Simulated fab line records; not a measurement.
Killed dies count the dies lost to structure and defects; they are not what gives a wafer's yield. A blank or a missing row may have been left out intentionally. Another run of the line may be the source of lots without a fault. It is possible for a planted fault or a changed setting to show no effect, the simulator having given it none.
Shared-tool check | flow nandHarc | Sampled: 2 lots, 6 wafers

== REASON FOR OPENING ==
On 2 of the 2 lots, a flag is raised at NHARC_END_SORT_01 on the reading killedAtPeriphery. No-fault wafers: 3.8, standard deviation 2.8.
Rule: a lot gets a flag if all its wafers with a number sit over 4 standard deviations from that mean, or if no wafer of it has a number. All remaining lots are regarded as sound.

lot  | measured     | on        | killedAtPeriphery, wafer by wafer | flag
L203 | day 27 10:55 | prober-02 | 76 93 73                          | FLAGGED
L206 | day 29 11:46 | prober-02 | 76 91 88                          | FLAGGED
The mean of the flagged lots' numbers is 82.8, +79.0 from the usual (+28 standard deviations).

== WHICH TOOL EACH LOT WENT THROUGH ==
The record holds 4 process steps before the reading, out of a route of 1302 steps. Read each cell as the tool, then ch plus the chambers that the sampled wafers visited, then the start.
lot  | flag    | NHARC_P_CONTACT_CVD_23       | NHARC_THIN_TSV_DEP_43         | NHARC_THIN_TSV_ETCH_15          | NHARC_THIN_TSV_CMP_21
L203 | FLAGGED | cvdW-02 ch 0,1, day 9 05:25  | pecvd-04 ch 0,2, day 26 18:45 | rieSi-04 ch 0,1,2, day 26 20:25 | cmp-01 ch 0,1, day 26 23:54
L206 | FLAGGED | cvdW-02 ch 0,1, day 10 14:24 | pecvd-03 ch 1,2, day 28 15:28 | rieSi-03 ch 0,1, day 28 17:04   | cmp-04 ch 2,3, day 28 20:39
What the steps here do:
- NHARC_P_CONTACT_CVD_23: deposits W, target thk 200 nm, time 557 s.
- NHARC_THIN_TSV_DEP_43: deposits SiO2, target thk 1328.5 nm.
- NHARC_THIN_TSV_ETCH_15: target depth 3000 nm, bosch target overetch cycles 2, bosch etch step 2.8 s.
- NHARC_THIN_TSV_CMP_21: polishes, t overpolish 30 s, target thk 2000 nm.
- NHARC_END_SORT_01

== FLAGGED OVER TOTAL, TOOL BY TOOL (the gauges that took the reading come last) ==
step                   | tool      | lots run | flagged | share of the flagged lots | sound lots run after its first flagged lot
NHARC_P_CONTACT_CVD_23 | cvdW-02   | 2        | 2       | all                       | 0
NHARC_THIN_TSV_DEP_43  | pecvd-03  | 1        | 1       | some                      | 0
NHARC_THIN_TSV_DEP_43  | pecvd-04  | 1        | 1       | some                      | 0
NHARC_THIN_TSV_ETCH_15 | rieSi-03  | 1        | 1       | some                      | 0
NHARC_THIN_TSV_ETCH_15 | rieSi-04  | 1        | 1       | some                      | 0
NHARC_THIN_TSV_CMP_21  | cmp-01    | 1        | 1       | some                      | 0
NHARC_THIN_TSV_CMP_21  | cmp-04    | 1        | 1       | some                      | 0
NHARC_END_SORT_01      | prober-02 | 2        | 2       | all                       | 0

== WHAT IS ALLOWED BY THE TABLE ==
Table rows that saw every flagged lot: 2, namely cvdW-02 at NHARC_P_CONTACT_CVD_23 and prober-02 at NHARC_END_SORT_01.
- cvdW-02 at NHARC_P_CONTACT_CVD_23 ran 2 lots, 2 of them flagged. Because this sample shows no sound lot run on it before its first flagged lot, the start cannot be pinned down more closely.
- prober-02 at NHARC_END_SORT_01 ran 2 lots, 2 of them flagged. Because this sample shows no sound lot run on it before its first flagged lot, the start cannot be pinned down more closely.
These 2 tools cannot be told apart by counting lots, since each of them fits a fault that started at some hour. More lots, or a look at what each step does to the wafer, might.

== WHAT THE SIMULATOR HAD INSERTED ==
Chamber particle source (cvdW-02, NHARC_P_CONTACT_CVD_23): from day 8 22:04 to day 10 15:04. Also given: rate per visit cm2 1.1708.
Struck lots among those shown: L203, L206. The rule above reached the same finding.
